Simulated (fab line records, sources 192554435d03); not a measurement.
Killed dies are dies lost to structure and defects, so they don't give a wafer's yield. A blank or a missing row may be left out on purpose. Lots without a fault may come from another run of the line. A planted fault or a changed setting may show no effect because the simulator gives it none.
A struck lot beside a sound one | flow n5_finfet | 39 steps out of a route of 1938
Sound: wafers L680.1, L680.2, L680.3. Struck: wafer L664.1. (L664.2, L664.4 of the same lot were not struck and are left out.) The cause comes at the end.
At each step with rows: each side's tool, then ch and its chambers, then its first start. Under that, the readings that differ: sound wafers | struck wafers | difference of the means | sigmas: that difference in standard deviations of wafers without a fault.
alike: readings whose means differ by less than 2 such deviations, and words and numbers that are the same on both sides. not compared: withheld readings, readings that some wafer has no value for, bounds like >300 that may hide the same value, and numbers for which the record gives no deviation and whose values overlap.
The two part at a step that has a row with sigmas, a row that says differs or no value, or rows on one side only. Numbers that don't overlap but have no deviation are shown without sigmas and don't part them. A reading that every wafer of one side lacks parts them only if that side has two wafers or more.

first, 9 steps without rows for these wafers: N5_MOL_CONTACT_COAG_PRE_CLEAN_142 (time 60 s); N5_MOL_CONTACT_COAG_SPUTTER_130 (material Co, target thk 47.5 nm); N5_MOL_CONTACT_COAG_PRECLEAN_125 (cleans in DIW, time 57.5 s); N5_MOL_CONTACT_COAG_SRD_126 (dry time 32 s); N5_MOL_CONTACT_COAG_CMP_23 (polishes, stops on SiO2, t overpolish 1.5 s, target thk 0 nm); N5_MOL_CONTACT_COAG_WET_ETCH_26 (target Co, target depth 13 nm); N5_MOL_CONTACT_COAG_WET_ETCH_116 (etches the open film in SC1-inhibited, target depth 4.6 nm, rinse time 30 s); N5_MOL_CONTACT_COAG_ALD_27 (deposits SiOC, target thk 17 nm, pulse time 1.5 s, time 2720 s); N5_MOL_CONTACT_COAG_CMP_28 (polishes, stops on SiNx, t overpolish 0.85 s, target thk 14.522 nm).
N5_MOL_CONTACT_COAG_ALD_123: deposits SiNx, target thk 5 nm, pulse time 1 s, purge time 2 s.
  sound on ald_sin-02 ch 1,2,3, day 10 17:19; struck on ald_sin-01 ch 3, day 6 19:32
  reading                                            | sound       | struck | difference | sigmas
  ald_cycles                                         | 100 100 100 | 187    | +87        |
  heater_power_w (W)                                 | 937 810 687 | 1040   | +229       | +2
  model.SiNx_of_MOL_CONTACT_COAG_ALD_123.thk_nm (nm) | 5 5 5       | 9.4    | +4.4       |
  alike: heater_power_outer_w, precursor_pulse_height_rel
then, 26 steps without rows for these wafers: N5_MOL_CONTACT_COAG_PECVD_31 (deposits SiO2 from TEOS/O2, target thk 46 nm, time 8.9 s); N5_MOL_CONTACT_COAG_COAT_75 (time 60 s, resist thk 60 nm); N5_MOL_CONTACT_COAG_COAT_76 (time 60 s, resist thk 10 nm); N5_MOL_CONTACT_COAG_COAT_77 (time 60 s, resist thk 10 nm); N5_MOL_CONTACT_COAG_COAT_78 (resist thk 40 nm); N5_MOL_CONTACT_COAG_EBR_80; N5_MOL_CONTACT_COAG_SOFTBAKE_79 (time 60 s); N5_MOL_CONTACT_COAG_EXPOSE_81 (exposes mask VG, defocus 0 nm); N5_MOL_CONTACT_COAG_PEB_82 (peb time 60 s); N5_MOL_CONTACT_COAG_DEVELOP_83 (develop time 30 s); N5_MOL_CONTACT_COAG_DESCUM_88 (chemistry O2, time 7 s); N5_MOL_CONTACT_COAG_ETCH_89 (etches underlayer in N2/H2, target depth 13 nm, time 10.4 s); N5_MOL_CONTACT_COAG_ETCH_90 (etches SiARC in CF4, target depth 13 nm, time 21.7 s); N5_MOL_CONTACT_COAG_ALD_131 (deposits SiO2, target thk 5 nm, pulse time 1 s, co reactant pulse time 1 s); N5_MOL_CONTACT_COAG_ETCHBACK_132 (etches SiO2 in CHF3, target depth 10 nm, time 6.7 s); N5_MOL_CONTACT_COAG_ETCH_91 (etches SOC in N2/H2, target depth 60 nm, overetch 21 nm, time 101.2 s); N5_MOL_CONTACT_COAG_STRIP_92 (strips in N2/H2); N5_MOL_CONTACT_COAG_STRIP_93 (strips in N2/H2); N5_MOL_CONTACT_COAG_ETCHBACK_135 (etches SiO2 in CHF3, target depth 25 nm, time 16.7 s); N5_MOL_CONTACT_COAG_STRIP_118 (strips in CHF3); N5_MOL_CONTACT_COAG_VIA_ETCH_46 (etches SiO2 in C4F6/O2, target depth 46 nm, overetch 9.2 nm, time 40 s); N5_MOL_CONTACT_COAG_STRIP_96 (strips in N2/H2); N5_MOL_CONTACT_COAG_ETCH_47 (etches SiNx in CH3F/O2, stops on W, target depth 27 nm); N5_MOL_CONTACT_COAG_STRIP_119 (strips in N2/H2, time 30 s); N5_MOL_CONTACT_COAG_PRECLEAN_144 (cleans in alkaline clean, time 60 s); N5_MOL_CONTACT_COAG_SRD_145 (time 30 s).
N5_MOL_CONTACT_COAG_ETCH_124: etches SiNx in CH3F/O2, stops on SiOC, target depth 6.5 nm.
  sound on rie_diel-06 ch 0,1,2, day 10 20:12; struck on rie_diel-05 ch 0, day 6 22:28
  reading                  | sound            | struck | difference | sigmas
  model.etch.depth_nm (nm) | 5.029 4.975 4.99 | 6.446  | +1.448     |
  alike: drypump_motor_current_A, oes_product_au, rf_vpp_V, showerhead_plenum_p_Torr, throttle_valve_pct
  not compared: rf_hours_counter_h
N5_BEOL_M4_RC_MEAS_101:
  the record has rows for the sound wafers here (prober-02 ch 0, day 14 20:02) and none for the struck ones
-- the record jumps here: 6 days lie between the struck wafers' starts before and after (it left off in module BEOL_M4 and takes up again in module PASSIVATION, whose first step shown is number 1936 of the route) --
N5_PASSIVATION_PROBE_49:
  the record has rows for the struck wafers here (prober-01, day 12 23:37) and none for the sound ones

WHERE THEY PART
First at N5_MOL_CONTACT_COAG_ALD_123; last, within this record, at N5_PASSIVATION_PROBE_49.

WHY: what the simulator had put in
Process parameter drift: ald_sin-01, from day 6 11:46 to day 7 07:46, at N5_MOL_CONTACT_COAG_ALD_123. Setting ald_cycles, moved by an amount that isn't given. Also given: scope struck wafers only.
